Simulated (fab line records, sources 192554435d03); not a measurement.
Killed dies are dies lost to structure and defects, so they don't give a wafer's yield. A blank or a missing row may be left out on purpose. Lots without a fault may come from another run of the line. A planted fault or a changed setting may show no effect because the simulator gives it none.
Chamber matching | flow n5_finfet | N5_HKMG_FIN_STRIP_92 on rie_diel-01: 4 sister chambers
The step strips SOC in N2/H2, time 20 s. 20 wafers are shown with their chamber, then 10 later ones without.

WAFERS WITH THEIR CHAMBER
wafer  | chamber | drypump_motor_current_A (A) | showerhead_plenum_p_Torr (Torr) | throttle_valve_pct (%)
L074.1 | 0       | 6.3                         | 3.52                            | 18.5
L074.3 | 2       | 5.2                         | 3.60                            | 18.9
L074.6 | 2       | 5.2                         | 3.60                            | 18.9
L075.1 | 3       | 6.6                         | 3.46                            | 19.1
L075.3 | 1       | 5.8                         | 3.17                            | 18.4
L075.4 | 0       | 6.3                         | 3.52                            | 18.5
L077.1 | 2       | 5.2                         | 3.59                            | 18.9
L077.3 | 0       | 6.3                         | 3.52                            | 18.6
L077.6 | 0       | 6.3                         | 3.52                            | 18.5
L076.1 | 2       | 5.2                         | 3.59                            | 18.9
L076.3 | 1       | 5.8                         | 3.16                            | 18.4
L076.6 | 1       | 5.8                         | 3.16                            | 18.4
L083.1 | 3       | 6.6                         | 3.45                            | 19.1
L083.5 | 3       | 6.6                         | 3.45                            | 19.1
L083.6 | 2       | 5.2                         | 3.58                            | 19.0
L085.3 | 0       | 6.3                         | 3.52                            | 18.6
L085.5 | 2       | 5.2                         | 3.58                            | 19.0
L085.6 | 3       | 6.6                         | 3.45                            | 19.1
L088.1 | 1       | 5.7                         | 3.15                            | 18.4
L088.4 | 0       | 6.3                         | 3.51                            | 18.6

SIGNATURES (means of the wafers above)
reading                  | chamber 0 | chamber 1 | chamber 2 | chamber 3 | scatter within a chamber
drypump_motor_current_A  | 6.300     | 5.775     | 5.200     | 6.600     | 0.0217
showerhead_plenum_p_Torr | 3.5183    | 3.1600    | 3.5900    | 3.4525    | 0.00688
throttle_valve_pct       | 18.550    | 18.400    | 18.933    | 19.100    | 0.0421
Rule: a wafer's distance from a chamber is the root of the sum, over the readings, of the square of ((its reading less the chamber's mean) divided by the reading's scatter). The wafer belongs to the nearest chamber; if the next one is less than 2 further off, it can't be placed. The scatter: the root of (the sum of the squares of (reading less its chamber's mean) over the shown wafers, divided by (wafers less chambers)).

WAFERS WITHOUT THEIR CHAMBER
wafer  | drypump_motor_current_A (A) | showerhead_plenum_p_Torr (Torr) | throttle_valve_pct (%)
L088.5 | 6.4                         | 3.51                            | 18.6
L092.3 | 5.8                         | 3.15                            | 18.4
L092.4 | 5.8                         | 3.15                            | 18.4
L092.6 | 6.3                         | 3.51                            | 18.6
L093.3 | 6.3                         | 3.50                            | 18.6
L093.4 | 5.3                         | 3.57                            | 19.0
L093.6 | 5.8                         | 3.15                            | 18.4
L095.2 | 6.3                         | 3.50                            | 18.6
L095.4 | 6.3                         | 3.50                            | 18.6
L095.6 | 5.2                         | 3.57                            | 19.0

WHICH CHAMBER EACH WENT THROUGH
wafer  | from the rows above | in truth
L088.5 | 0                   | 0
L092.3 | 1                   | 1
L092.4 | 1                   | 1
L092.6 | 0                   | 0
L093.3 | 0                   | 0
L093.4 | 2                   | 2
L093.6 | 1                   | 1
L095.2 | 0                   | 0
L095.4 | 0                   | 0
L095.6 | 2                   | 2
Placed correctly: 10 of 10. Can't be placed from these rows: 0. Placed wrongly: 0.
